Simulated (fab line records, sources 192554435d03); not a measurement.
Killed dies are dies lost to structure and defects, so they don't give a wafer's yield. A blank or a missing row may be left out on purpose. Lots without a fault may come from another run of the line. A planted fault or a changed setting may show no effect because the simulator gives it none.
fab line records | flow n5_finfet
record lots=10 wafers=30 last_day=17
route steps=1938 shown MIM_TOP_LITHO@1847 PASS1_CAP@1873 TV_LITHO@1879 PASSIVATION@1936
lots that met no fault: from a run of the same line without faults
start_h: hours from the record's first day to the start of the lot's first wafer shown | wait_h: hours since the lot's step before | " the same as in the row above | L1.1+2: a row that stands for several wafers | - no value, or no start given | * or withheld: withheld | < > ~ a bound
route shown NAME@n: a module of which the file shows steps, and the number in the route of the first | usual: mean/standard deviation of fault-free wafers | same: alike in all rows | chamber/n: place in a boat | sites: the reading at each site | _std_site: their standard deviation | _edge_site: outer sites' mean less inner sites' | radius_mm: how far each site lies from the wafer's centre | mask NAME#n: copy n | behind: the tool/chamber that last shaped the wafer | hold: why the lot was held/for how many hours/how that ended | device: the transistor (n, p or np) that didn't switch | end of line: the same wafers' tests at the end of the route | a step without rows: its recipe alone | killed: dies lost to structure and defects at the first sort, not the wafer's yield | map: a wafer's dies, x killed, . not, _ none there
set.NAME: the setting as run; set.NAME@STEP: as run at that earlier step | model.NAME: the simulator's own value behind a step, which no gauge read
steps of the route over a sample of lots; a table a step, a row a wafer
services: from which hour (start_h, from the record's first day; less than 0 if before it) a tool's chamber was out of use, for how many hours, and why
## steps
# step N5_MIM_TOP_LITHO_CD_MEAS_08
# recipe target_cd_nm=2000 landing_energy_ev=500 detector=se_inlens
# usual cd_nm=2000.0/1.1
# columns lot.wafer tool chamber start_h wait_h cd_nm
L961.1 cd_sem-02 0 253.89 - 2000.0
L961.3 " 0 " " 2000.7
L961.6 " 0 " " 1999.1
L962.1 cd_sem-03 0 254.94 - 1999.1
L962.4 " 0 " " 2001.1
L962.5 " 0 " " 1999.2
L963.2 cd_sem-03 0 258.46 - 2001.1
L963.3 " 0 " " 2000.2
L963.6 " 0 " " 2001.2
L967.1 cd_sem-01 0 296.11 - 1999.4
L967.4 " 0 " " 2000.0
L967.6 " 0 " " 1998.1
L970.1 cd_sem-02 0 321.97 - 1998.9
L970.2 " 0 " " 2001.2
L970.4 " 0 " " 2000.6
L971.1 cd_sem-01 0 325.42 - 1999.5
L971.2 " 0 " " 1998.8
L971.3 " 0 " " 1999.9
L972.2 cd_sem-02 0 326.73 - 1999.4
L972.3 " 0 " " 1998.6
L972.4 " 0 " " 1999.9
L979.1 cd_sem-03 0 357.51 - 2000.8
L979.4 " 0 " " 2000.2
L979.6 " 0 " " 2000.3
L977.2 cd_sem-01 0 363.93 - 2000.9
L977.5 " 0 " " 1999.5
L977.6 " 0 " " 1999.7
L982.1 cd_sem-02 0 395.45 - 2001.0
L982.2 " 0 " " 2001.7
L982.4 " 0 " " 1999.9
# step N5_MIM_TOP_LITHO_DESCUM_10
# recipe chemistry=O2 time_s=7.9 source_power_w=50 bias_power_w=20 pressure_mtorr=20 rf_frequency_hz=2.712e+07 temp_c=40 o2_flow_sccm=225
# usual drypump_motor_current_A=5.6/0.56 oes_product_au=0.82/0.068 rf_fwd_power_W=49.69/0.18 rf_vpp_V=243.2/1.2 showerhead_plenum_p_Torr=2.10/0.058 temp_c=39.99/0.12 throttle_valve_pct=20.31/0.18
# columns lot.wafer tool chamber start_h wait_h drypump_motor_current_A oes_product_au rf_fwd_power_W rf_hours_counter_h rf_vpp_V showerhead_plenum_p_Torr temp_c throttle_valve_pct
L961.1 rie_diel-06 0 253.98 0.0 5.8 0.70 49.73 237 241.8 2.05 39.99 20.37
L961.3 " 1 " " 5.3 0.86 49.71 40 244.5 2.13 40.19 20.46
L961.6 " 2 " " 6.1 0.81 49.68 - 242.2 2.03 39.76 20.40
L962.1 rie_diel-02 3 255.12 0.1 5.9 0.86 49.63 60 243.5 2.21 40.09 20.18
L962.4 " 1 " " 6.7 0.90 49.82 43 242.6 2.05 40.01 20.31
L962.5 " 2 " " 4.9 0.77 49.83 - 242.2 2.10 40.05 20.60
L963.2 rie_diel-06 0 258.54 0.0 5.8 0.69 49.75 239 243.1 2.05 40.27 20.36
L963.3 " 2 " " 6.1 0.81 49.83 77 241.7 2.03 40.03 20.41
L963.6 " 2 " " 6.1 0.81 49.84 - 242.2 2.03 39.98 20.41
L967.1 rie_diel-02 3 296.20 0.0 5.9 0.84 49.67 76 243.9 2.21 40.12 20.19
L967.4 " 0 " " 5.0 0.87 49.54 33 244.8 2.22 40.02 20.30
L967.6 " 1 " " 6.7 0.88 50.06 - 243.0 2.04 40.04 20.34
L970.1 rie_diel-04 3 322.19 0.2 5.5 0.74 49.73 170 243.4 2.09 40.04 20.50
L970.2 " 2 " " 5.1 0.83 49.73 95 243.3 2.10 39.99 20.16
L970.4 " 2 " " 5.1 0.83 49.72 - 244.6 2.10 39.95 20.14
L971.1 rie_diel-02 3 325.50 0.0 5.9 0.82 49.87 84 245.1 2.20 40.27 20.22
L971.2 " 1 " " 6.7 0.85 49.81 68 242.8 2.04 40.08 20.34
L971.3 " 0 " " 5.0 0.86 49.62 43 245.9 2.22 39.84 20.31
L972.2 rie_diel-04 2 326.82 0.0 5.1 0.83 49.88 96 243.9 2.10 39.84 20.16
L972.3 " 0 " " 6.3 0.78 49.55 114 244.0 2.11 40.06 20.00
L972.4 " 0 " " 6.3 0.78 49.46 - 243.9 2.11 40.07 20.01
L979.1 rie_diel-02 0 357.60 0.0 5.0 0.84 49.81 53 244.1 2.21 40.09 20.32
L979.4 " 1 " " 6.7 0.85 49.75 79 240.5 2.03 40.04 20.36
L979.6 " 1 " " 6.7 0.85 49.65 - 242.4 2.03 39.92 20.36
L977.2 rie_diel-02 3 364.17 0.2 5.9 0.82 50.04 97 244.3 2.20 40.25 20.22
L977.5 " 3 " " 5.9 0.82 50.09 - 243.8 2.20 40.06 20.23
L977.6 " 0 " " 5.0 0.84 49.85 - 243.5 2.21 39.96 20.34
L982.1 rie_diel-02 0 395.54 0.0 5.0 0.83 49.59 68 243.6 2.21 40.08 20.36
L982.2 " 3 " " 5.9 0.81 49.58 105 246.0 2.19 40.02 20.25
L982.4 " 2 " " 4.9 0.73 49.84 171 242.1 2.08 39.95 20.68
# step N5_PASSIVATION_PECVD_55
# recipe material=SiO2 target_thk_a=4000 temp_c=400 precursor=SiH4/N2O pressure_torr=2.7 rf_w=608 time_s=22.5
# usual heater_power_w=729/95 rf_fwd_power_W=601.2/2 showerhead_plenum_p_Torr=8.16/0.085 throttle_valve_pct=50.8/2
# columns lot.wafer tool chamber start_h wait_h heater_power_w rf_fwd_power_W showerhead_plenum_p_Torr throttle_valve_pct
L961.1 pecvd-01 0 255.93 0.0 781 604.8 8.17 51.2
L961.3 " 2 " " 731 600.7 8.14 47.4
L961.6 " 0 " " 796 603.5 8.17 51.2
L962.1 pecvd-01 2 256.94 0.0 736 601.0 8.15 47.6
L962.4 " 0 " " 707 600.6 8.16 51.3
L962.5 " 1 " " 773 601.0 8.11 51.3
L963.2 pecvd-03 1 260.30 0.0 538 599.5 8.19 51.5
L963.3 " 2 " " 783 603.2 8.35 50.2
L963.6 " 1 " " 578 599.3 8.21 51.0
L967.1 pecvd-01 2 298.13 0.0 818 603.1 8.15 47.6
L967.4 " 0 " " 781 603.1 8.16 51.3
L967.6 " 1 " " 806 599.9 8.09 51.6
L970.1 pecvd-04 2 323.95 0.0 792 603.6 8.19 46.7
L970.2 " 1 " " 626 601.3 8.06 52.5
L970.4 " 0 " " 975 599.5 8.24 52.0
L971.1 pecvd-01 2 327.42 0.0 651 602.7 8.16 47.9
L971.2 " 1 " " 753 598.8 8.11 51.3
L971.3 " 0 " " 724 600.8 8.17 51.3
L972.2 pecvd-01 1 328.53 0.0 724 602.0 8.12 51.4
L972.3 " 2 " " 771 605.5 8.15 47.9
L972.4 " 1 " " 732 599.4 8.11 51.5
L979.1 pecvd-04 2 359.62 0.0 841 600.3 8.19 46.7
L979.4 " 2 " " 676 598.6 8.19 46.8
L979.6 " 0 " " 1006 602.5 8.23 52.0
L977.2 pecvd-01 1 365.86 0.0 783 598.9 8.09 51.5
L977.5 " 1 " " 801 597.4 8.11 51.3
L977.6 " 0 " " 690 603.7 8.15 51.2
L982.1 pecvd-03 0 397.22 0.0 655 601.1 8.04 53.8
L982.2 " 1 " " 598 603.2 8.20 50.9
L982.4 " 1 " " 629 602.2 8.19 51.3
# step N5_PASSIVATION_EXPOSE_07
# recipe mask_id=TV na=0.55 source_shape=conventional sigma_outer=0.8 polarization=unpolarized defocus_nm=0 target_cd_nm=3000 dose_mj=22.75
# usual reticle_temp_C=23.00/0.1
# columns lot.wafer tool chamber start_h wait_h mask reticle_temp_C
L961.1 krf_scanner-02 0 256.36 - TV#0 23.10
L961.3 " 0 " " TV#0 22.89
L961.6 " 0 " " TV#0 22.83
L962.1 krf_scanner-01 0 257.38 - TV#0 23.09
L962.4 " 0 " " TV#0 23.08
L962.5 " 0 " " TV#0 23.15
L963.2 krf_scanner-01 0 260.55 - TV#0 22.98
L963.3 " 0 " " TV#0 23.09
L963.6 " 0 " " TV#0 23.01
L967.1 krf_scanner-02 0 298.35 - TV#0 23.14
L967.4 " 0 " " TV#0 23.01
L967.6 " 0 " " TV#0 23.06
L970.1 krf_scanner-01 0 324.61 - TV#0 22.92
L970.2 " 0 " " TV#0 23.04
L970.4 " 0 " " TV#0 22.93
L971.1 krf_scanner-01 0 327.70 - TV#0 22.82
L971.2 " 0 " " TV#0 22.89
L971.3 " 0 " " TV#0 22.86
L972.2 krf_scanner-01 0 328.75 - TV#0 22.84
L972.3 " 0 " " TV#0 22.94
L972.4 " 0 " " TV#0 22.94
L979.1 krf_scanner-02 0 361.84 - TV#0 23.07
L979.4 " 0 " " TV#0 23.05
L979.6 " 0 " " TV#0 23.11
L977.2 krf_scanner-02 0 366.36 - TV#0 22.91
L977.5 " 0 " " TV#0 22.99
L977.6 " 0 " " TV#0 22.97
L982.1 krf_scanner-01 0 397.57 - TV#0 22.98
L982.2 " 0 " " TV#0 23.15
L982.4 " 0 " " TV#0 22.98
# step N5_PASSIVATION_CD_MEAS_10
# recipe target_cd_nm=3000 landing_energy_ev=500 detector=se_inlens
# usual cd_nm=2999.9/1.7
# columns lot.wafer tool chamber start_h wait_h cd_nm
L961.1 cd_sem-03 0 256.54 - 3002.5
L961.3 " 0 " " 2999.4
L961.6 " 0 " " 3000.1
L962.1 cd_sem-01 0 257.56 - 2999.7
L962.4 " 0 " " 3000.3
L962.5 " 0 " " 3003.6
L963.2 cd_sem-03 0 260.72 - 3003.3
L963.3 " 0 " " 3000.8
L963.6 " 0 " " 2999.5
L967.1 cd_sem-03 0 298.53 - 2999.1
L967.4 " 0 " " 3000.1
L967.6 " 0 " " 2998.9
L970.1 cd_sem-01 0 324.79 - 3002.3
L970.2 " 0 " " 3001.3
L970.4 " 0 " " 3000.0
L971.1 cd_sem-03 0 327.88 - 2998.8
L971.2 " 0 " " 3000.6
L971.3 " 0 " " 3000.0
L972.2 cd_sem-02 0 328.93 - 3000.1
L972.3 " 0 " " 2998.9
L972.4 " 0 " " 3000.8
L979.1 cd_sem-02 0 362.02 - 3002.0
L979.4 " 0 " " 3000.7
L979.6 " 0 " " 3007.5
L977.2 cd_sem-02 0 366.53 - 3005.5
L977.5 " 0 " " 2998.3
L977.6 " 0 " " 3005.1
L982.1 cd_sem-01 0 397.74 - 3001.6
L982.2 " 0 " " 3000.6
L982.4 " 0 " " 2999.3
# step N5_PASSIVATION_PROBE_49
# usual defect_limited_yield=91.3/1.3 killed_at_M0_to_M3=33/8.9 killed_at_M4_up=15/5.4 killed_at_contacts=13/5.8 killed_at_front_end=39/9.9 killed_at_other=3.2/2.9 killed_dies=102/15 killed_open=68/12 killed_short=34/7.6 sort_bin_5_function=5.1/0.89 sort_bin_6_memory=3.2/0.63 sort_bin_8_speed=0.00/0.007 sort_n_pass=1078/15 sort_yield_pct=91.3/1.3
# same gross_dies=1180 killed_at_back_side=0 sort_bin_4_leakage[%]=0
# columns lot.wafer tool chamber start_h wait_h defect_limited_yield[%] killed_at_M0_to_M3 killed_at_M4_up killed_at_contacts killed_at_front_end killed_at_other killed_dies killed_open killed_short sort_bin_5_function[%] sort_bin_6_memory[%] sort_bin_8_speed[%] sort_n_pass sort_yield_pct[%]
L967.1 prober-02 - 306.13 0.0 92.7 34 11 6 32 3 86 49 37 4.0 2.9 0 1094 92.7
L967.4 prober-02 - 306.28 0.2 92.3 22 16 9 39 5 91 61 29 4.4 3.1 0 1089 92.3
L967.6 prober-02 - 306.38 0.3 92.3 17 17 19 37 1 91 65 24 4.3 3.3 0 1089 92.3
# killed by level:class
L967.1 BEOL_M3:geometric_particle:open=8 FIN_SAQP:geometric_particle:short=6 STI_FIN_REVEAL:geometric_particle:open=6 BEOL_M0_SAQP:geometric_particle:open=6 BEOL_M1:geometric_particle:short=5 STARTING-WAFER:geometric_particle:short=5 GATE_CUT:geometric_particle:short=4 BEOL_M1:geometric_particle:open=4
L967.4 STI_FIN_REVEAL:geometric_particle:open=15 BEOL_M4:geometric_particle:open=9 FIN_SAQP:geometric_particle:short=8 MOL_CONTACT_COAG:geometric_particle:open=6 DUMMY_GATE:geometric_particle:open=4 BEOL_M1:geometric_particle:open=4 BEOL_M2:geometric_particle:open=4 MOL_CONTACT_COAG:geometric_particle:short=3
L967.6 MOL_CONTACT_COAG:geometric_particle:open=16 STI_FIN_REVEAL:geometric_particle:open=9 BEOL_M4:geometric_particle:open=7 FIN_SAQP:geometric_particle:open=6 BEOL_M3:geometric_particle:open=5 BEOL_M8:geometric_particle:open=4 FIN_SAQP:geometric_particle:short=3 STI_FIN_REVEAL:geometric_particle:short=3
## services
# columns tool chamber start_h hours kind
krf_scanner-01 - 230.41 4.0 pm
krf_scanner-01 - 245.97 1.0 pm
krf_scanner-01 - 249.31 7.3 repair
krf_scanner-02 - 251.98 1.6 repair
krf_scanner-02 - 265.09 0.8 pm
pecvd-01 1 274.01 5.5 scheduled_down
krf_scanner-02 - 282.30 1.0 pm
rie_diel-04 1 283.96 9.8 repair
krf_scanner-02 - 284.87 1.6 repair
rie_diel-04 2 306.92 9.3 repair
krf_scanner-02 - 307.12 1.3 pm
krf_scanner-02 - 312.47 4.4 pm
pecvd-01 - 330.40 2.8 pm
pecvd-03 - 331.52 6.0 pm
krf_scanner-01 0 333.18 - calibration
krf_scanner-02 - 342.93 0.8 pm
rie_diel-02 0 360.62 1.7 repair
krf_scanner-01 - 366.07 0.8 pm
rie_diel-04 - 370.58 2.8 pm
pecvd-01 - 374.46 1.6 repair
rie_diel-02 3 381.32 10.0 repair
krf_scanner-02 - 382.01 4.0 pm
rie_diel-04 3 392.98 7.8 repair
pecvd-04 - 395.56 0.6 repair
## key
first_sign step=N5_PASSIVATION_CD_MEAS_10 reading=cd_nm direction=up sigmas=3.5 usual=2999.9 struck=3006.0
effect none on later readings
met_at N5_PASSIVATION_EXPOSE_07
struck_lots L977,L979
struck_wafers L977.2,L977.6,L979.6
not_acting_at N5_MIM_TOP_LITHO_CD_MEAS_08,N5_MIM_TOP_LITHO_DESCUM_10,N5_PASSIVATION_PECVD_55
onset_between 298.35 361.84
fault kind=process_parameter_drift tool=krf_scanner-02 chamber=- onset_h=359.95 steps=N5_PASSIVATION_EXPOSE_07 channel=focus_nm offset=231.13 shape=step end_h=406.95 scope=struck_wafers_only
